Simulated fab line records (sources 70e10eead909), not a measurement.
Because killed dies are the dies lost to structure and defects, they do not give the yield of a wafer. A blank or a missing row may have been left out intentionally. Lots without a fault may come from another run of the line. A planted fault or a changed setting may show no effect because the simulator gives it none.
Matching of chambers :: flow nand harc :: 4 sister chambers for NHARC_A_STAIRCASE_DESCUM_443 on rie diel-02
The step chemistry O2, time 3 s. 4 wafers are shown with their chamber, then 11 later ones without.

## WAFERS, EACH WITH ITS CHAMBER
wafer: L088.1
chamber: 1
showerhead plenum p Torr (Torr): 1.94

wafer: L088.3
chamber: 0
showerhead plenum p Torr (Torr): 1.79

wafer: L088.4
chamber: 2
showerhead plenum p Torr (Torr): 1.80

wafer: L089.3
chamber: 3
showerhead plenum p Torr (Torr): 2.02

## WAFERS MISSING THEIR CHAMBER
wafer: L089.4
showerhead plenum p Torr (Torr): 1.79

wafer: L089.5
showerhead plenum p Torr (Torr): 1.94

wafer: L093.2
showerhead plenum p Torr (Torr): 1.80

wafer: L093.3
showerhead plenum p Torr (Torr): 2.02

wafer: L093.6
showerhead plenum p Torr (Torr): 2.02

wafer: L096.1
showerhead plenum p Torr (Torr): 2.02

wafer: L096.3
showerhead plenum p Torr (Torr): 1.80

wafer: L096.6
showerhead plenum p Torr (Torr): 2.02

wafer: L097.2
showerhead plenum p Torr (Torr): 2.01

wafer: L097.5
showerhead plenum p Torr (Torr): 1.94

wafer: L097.6
showerhead plenum p Torr (Torr): 1.78

## EACH ONE'S CHAMBER
wafer: L089.4
from the rows above: 0
in truth: 0

wafer: L089.5
from the rows above: 1
in truth: 1

wafer: L093.2
from the rows above: 2
in truth: 2

wafer: L093.3
from the rows above: 3
in truth: 3

wafer: L093.6
from the rows above: 3
in truth: 3

wafer: L096.1
from the rows above: 3
in truth: 3

wafer: L096.3
from the rows above: 2
in truth: 2

wafer: L096.6
from the rows above: 3
in truth: 3

wafer: L097.2
from the rows above: 3
in truth: 3

wafer: L097.5
from the rows above: 1
in truth: 1

wafer: L097.6
from the rows above: 0
in truth: 0
Correctly placed: 11 of 11. Left unplaced by these rows: 0. Placed wrongly: 0.
How it was worked out, from the rows above alone: a wafer's distance from a chamber is the root of the sum, over the readings, of the square of ((its reading less the chamber's mean) divided by the reading's scatter). The wafer belongs to the nearest chamber; if the next one is less than 2 further off, it can't be placed. The mean given for a chamber averages the wafers shown for that chamber. The scatter: with one shown wafer a chamber, the root of the mean of the squares of how far each hidden wafer lies from its nearest shown one.
